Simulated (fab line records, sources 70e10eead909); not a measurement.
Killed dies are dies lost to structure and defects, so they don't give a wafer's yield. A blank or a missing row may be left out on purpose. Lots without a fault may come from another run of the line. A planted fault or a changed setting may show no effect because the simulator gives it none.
Which tool did it? | flow nand_harc | 12 lots, 36 wafers sampled, at 4 steps of a route of 1159

WHAT THE GAUGES READ, wafer by wafer
The record holds no reading of a measuring or inspecting step that can be judged against a usual standard deviation.

WHICH TOOL RAN EACH LOT (tool, then ch and the chambers of the sampled wafers, then the start)
lot  | NHARC_A_SLIT_ETCH_26             | NHARC_A_WL_FILL_RTA_01           | NHARC_A_WL_FILL_STRIP_27             | NHARC_A_WL_FILL_ALD_19
L421 | har_etch-01 ch 0,1, day 14 16:34 | rtp_anneal-01 ch 0, day 15 01:56 | plasma_asher-01 ch 0,1, day 15 09:35 | ald_metal-04 ch 2,3, day 16 02:45
L425 | har_etch-02 ch 0,1, day 14 21:27 | rtp_anneal-01 ch 0, day 15 06:37 | plasma_asher-02 ch 0,1, day 15 14:20 | ald_metal-03 ch 0,2, day 16 05:45
L422 | har_etch-01 ch 0,1, day 14 22:24 | rtp_anneal-02 ch 0, day 15 06:39 | plasma_asher-01 ch 0,1, day 15 14:44 | ald_metal-01 ch 0,3, day 16 05:49
L426 | har_etch-01 ch 0,1, day 15 20:09 | rtp_anneal-01 ch 0, day 16 05:14 | plasma_asher-02 ch 0,1, day 16 10:58 | ald_metal-04 ch 0,3, day 17 02:59
L433 | har_etch-01 ch 0,1, day 18 01:53 | rtp_anneal-01 ch 0, day 18 11:09 | plasma_asher-01 ch 0,1, day 18 18:59 | ald_metal-03 ch 1,2,3, day 19 12:42
L435 | har_etch-01 ch 0,1, day 18 03:38 | rtp_anneal-02 ch 0, day 18 11:28 | plasma_asher-01 ch 0,1, day 18 19:45 | ald_metal-04 ch 0,3, day 19 12:41
L432 | har_etch-01 ch 0,1, day 18 18:15 | rtp_anneal-01 ch 0, day 19 05:40 | plasma_asher-01 ch 0,1, day 19 10:01 | ald_metal-03 ch 0,1,2, day 20 01:52
L437 | har_etch-02 ch 0,1, day 19 00:25 | rtp_anneal-02 ch 0, day 19 09:38 | plasma_asher-01 ch 0,1, day 19 13:58 | ald_metal-04 ch 0,1,3, day 20 05:53
L442 | har_etch-02 ch 0,1, day 19 02:07 | rtp_anneal-02 ch 0, day 19 09:49 | plasma_asher-01 ch 1, day 19 16:54   | ald_metal-03 ch 0,2,3, day 20 10:12
L439 | har_etch-02 ch 0,1, day 19 03:47 | rtp_anneal-02 ch 0, day 19 13:02 | plasma_asher-02 ch 0,1, day 20 04:04 | ald_metal-01 ch 1,3, day 20 18:20
L441 | har_etch-02 ch 0,1, day 19 14:32 | rtp_anneal-02 ch 0, day 19 23:41 | plasma_asher-02 ch 0,1, day 20 06:30 | ald_metal-04 ch 0,1,2, day 20 21:40
L444 | har_etch-01 ch 0,1, day 19 20:15 | rtp_anneal-02 ch 0, day 20 05:37 | plasma_asher-01 ch 0,1, day 20 17:06 | ald_metal-01 ch 0,2, day 21 06:05
- NHARC_A_SLIT_ETCH_26: etches the open film in C4F8/O2/Ar, time 90 s, target depth 400 nm.
- NHARC_A_WL_FILL_RTA_01: time 5 s.
- NHARC_A_WL_FILL_STRIP_27: strips in N2/H2, time 20 s.
- NHARC_A_WL_FILL_ALD_19: deposits TiN, target thk 2 nm, pulse time 3 s, ald cycles 100.

WHAT THE TOOLS THEMSELVES READ (means of the sampled wafers that have a number; where no wafer has one, the mark that the record gives instead)
NHARC_A_SLIT_ETCH_26. Usual: drypump_motor_current_A 6.0 A, standard deviation 0.58; o2_flow_sccm 83.31 sccm, standard deviation 0.21; showerhead_plenum_p_Torr 3.81 Torr, standard deviation 0.044; throttle_valve_pct 27.618 %, standard deviation 0.0091.
lot  | tool        | drypump_motor_current_A (A) | o2_flow_sccm (sccm) | showerhead_plenum_p_Torr (Torr) | throttle_valve_pct (%) | flag
L421 | har_etch-01 | 6.4                         | 83.32               | 3.84                            | 27.615                 |
L425 | har_etch-02 | 5.3                         | 83.47               | 3.83                            | 27.614                 |
L422 | har_etch-01 | 6.3                         | 83.36               | 3.84                            | 27.624                 |
L426 | har_etch-01 | 6.3                         | 83.26               | 3.83                            | 27.623                 |
L433 | har_etch-01 | 6.5                         | 83.16               | 3.82                            | 27.615                 |
L435 | har_etch-01 | 6.5                         | 83.22               | 3.81                            | 27.620                 |
L432 | har_etch-01 | 6.4                         | 83.42               | 3.81                            | 27.614                 |
L437 | har_etch-02 | 5.3                         | 83.10               | 3.76                            | 27.627                 |
L442 | har_etch-02 | 5.3                         | 83.28               | 3.76                            | 27.615                 |
L439 | har_etch-02 | 5.3                         | 83.24               | 3.76                            | 27.625                 |
L441 | har_etch-02 | 5.3                         | 83.41               | 3.76                            | 27.615                 |
L444 | har_etch-01 | 6.4                         | 83.23               | 3.80                            | 27.611                 |

NHARC_A_WL_FILL_RTA_01. Usual: lamp_power_pct 33.4 %, standard deviation 0.43; lamp_zone_1_pct 33.4 %, standard deviation 0.43; lamp_zone_2_pct 33.4 %, standard deviation 0.43; lamp_zone_3_pct 33.4 %, standard deviation 0.43; lamp_zone_4_pct 33.4 %, standard deviation 0.43; lamp_zone_5_pct 33.4 %, standard deviation 0.43; lamp_zone_6_pct 33.4 %, standard deviation 0.43; lamp_zone_7_pct 34.0 %, standard deviation 0.44; wafer_temp_C_max 1006.3, standard deviation 1.8.
lot  | tool          | lamp_power_pct (%) | lamp_zone_1_pct (%) | lamp_zone_2_pct (%) | lamp_zone_3_pct (%) | lamp_zone_4_pct (%) | lamp_zone_5_pct (%) | lamp_zone_6_pct (%) | lamp_zone_7_pct (%) | wafer_temp_C_max | flag
L421 | rtp_anneal-01 | 33.0               | 33.0                | 33.0                | 33.1                | 33.0                | 33.0                | 33.0                | 33.5                | 1006.3           |
L425 | rtp_anneal-01 | 33.0               | 33.0                | 33.0                | 33.0                | 33.0                | 33.0                | 33.0                | 33.5                | 1005.8           |
L422 | rtp_anneal-02 | 33.9               | 33.9                | 33.9                | 33.9                | 33.9                | 33.9                | 33.8                | 34.4                | 1007.0           |
L426 | rtp_anneal-01 | 33.0               | 33.0                | 33.1                | 33.1                | 33.0                | 33.0                | 33.0                | 33.6                | 1004.8           |
L433 | rtp_anneal-01 | 29.2               | 29.2                | 29.2                | 29.2                | 29.2                | 29.2                | 29.1                | 29.8                | 961.6            | OFF
L435 | rtp_anneal-02 | 33.9               | 33.9                | 33.9                | 33.9                | 33.9                | 33.8                | 33.8                | 34.5                | 1007.6           |
L432 | rtp_anneal-01 | 29.2               | 29.2                | 29.2                | 29.2                | 29.2                | 29.2                | 29.1                | 29.8                | 961.9            | OFF
L437 | rtp_anneal-02 | 33.9               | 33.9                | 33.9                | 33.9                | 33.9                | 33.9                | 33.8                | 34.4                | 1007.7           |
L442 | rtp_anneal-02 | 33.9               | 33.9                | 33.9                | 33.9                | 33.9                | 33.9                | 33.8                | 34.4                | 1008.2           |
L439 | rtp_anneal-02 | 33.9               | 33.9                | 33.9                | 33.9                | 33.9                | 33.9                | 33.8                | 34.5                | 1009.0           |
L441 | rtp_anneal-02 | 33.9               | 33.8                | 33.9                | 33.9                | 33.9                | 33.9                | 33.8                | 34.4                | 1008.8           |
L444 | rtp_anneal-02 | 33.9               | 34.0                | 33.9                | 33.9                | 33.9                | 33.9                | 33.8                | 34.4                | 1007.2           |

NHARC_A_WL_FILL_STRIP_27. Usual: drypump_motor_current_A 6.0 A, standard deviation 0.31; heater_power_w 315 W, standard deviation 14.
lot  | tool            | drypump_motor_current_A (A) | heater_power_w (W) | flag
L421 | plasma_asher-01 | 5.8                         | 328                |
L425 | plasma_asher-02 | 6.2                         | 302                |
L422 | plasma_asher-01 | 5.8                         | 315                |
L426 | plasma_asher-02 | 6.2                         | 305                |
L433 | plasma_asher-01 | 5.8                         | 317                |
L435 | plasma_asher-01 | 5.8                         | 326                |
L432 | plasma_asher-01 | 5.8                         | 320                |
L437 | plasma_asher-01 | 5.8                         | 327                |
L442 | plasma_asher-01 | 5.9                         | 312                |
L439 | plasma_asher-02 | 6.4                         | 304                |
L441 | plasma_asher-02 | 6.2                         | 302                |
L444 | plasma_asher-01 | 5.8                         | 337                |

NHARC_A_WL_FILL_ALD_19. Usual: heater_power_w 1070 W, standard deviation 77; precursor_pulse_height_rel 1.000, standard deviation 0.021.
lot  | tool         | heater_power_w (W) | precursor_pulse_height_rel | flag
L421 | ald_metal-04 | 1040               | 1.003                      |
L425 | ald_metal-03 | 1137               | 1.004                      |
L422 | ald_metal-01 | 936                | 1.001                      |
L426 | ald_metal-04 | 1127               | 0.994                      |
L433 | ald_metal-03 | 1094               | 0.983                      |
L435 | ald_metal-04 | 1127               | 0.998                      |
L432 | ald_metal-03 | 1146               | 1.001                      |
L437 | ald_metal-04 | 1125               | 0.990                      |
L442 | ald_metal-03 | 1103               | 1.015                      |
L439 | ald_metal-01 | 1018               | 1.007                      |
L441 | ald_metal-04 | 1094               | 1.007                      |
L444 | ald_metal-01 | 996                | 1.008                      |

THE ANSWER, worked out from the rows above alone
Rule: a lot is off if the mean of its wafers that have a number lies more than 3 standard deviations from the usual mean. A lot without any number at a reading at which 4 lots or more have one is off too. The other lots that the step has rows for count as sound. The gauges are gone through in route order, then the tools' own readings, and for those a lot's mean is taken as printed above. The first step at which some lot is off is used, and at that step the reading that is off furthest; a lot without a number counts as furthest.
Off: L433, L432, at NHARC_A_WL_FILL_RTA_01 (wafer_temp_C_max).
A tool fits if, at that step or a process step before it, it ran every lot that is off, and no sound lot after the first of them. One fits: rtp_anneal-01 at NHARC_A_WL_FILL_RTA_01. Its last sound lot is L426 (day 16 05:14), its first lot that is off L433 (day 18 11:09): a fault that began between those two fits.
The tool's own readings at NHARC_A_WL_FILL_RTA_01 bear it out: on the lots that are off they differ by more than 5 times the standard deviation of the sound lots' means. lamp_power_pct reads 29.2 % there against 33.6 % on the sound lots; lamp_zone_1_pct reads 29.2 % there against 33.6 % on the sound lots; lamp_zone_2_pct reads 29.2 % there against 33.6 % on the sound lots; lamp_zone_3_pct reads 29.2 % there against 33.6 % on the sound lots; lamp_zone_4_pct reads 29.2 % there against 33.6 % on the sound lots; lamp_zone_5_pct reads 29.2 % there against 33.6 % on the sound lots; lamp_zone_6_pct reads 29.1 % there against 33.6 % on the sound lots; lamp_zone_7_pct reads 29.8 % there against 34.2 % on the sound lots; wafer_temp_C_max reads 961.8 there against 1007.2 on the sound lots.

WHAT THE SIMULATOR HAD PUT IN
Process parameter drift: rtp_anneal-01, from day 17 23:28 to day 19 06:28, at NHARC_A_WL_FILL_RTA_01. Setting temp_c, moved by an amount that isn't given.
Lots struck among those shown: L433, L432. The rule above found the same.
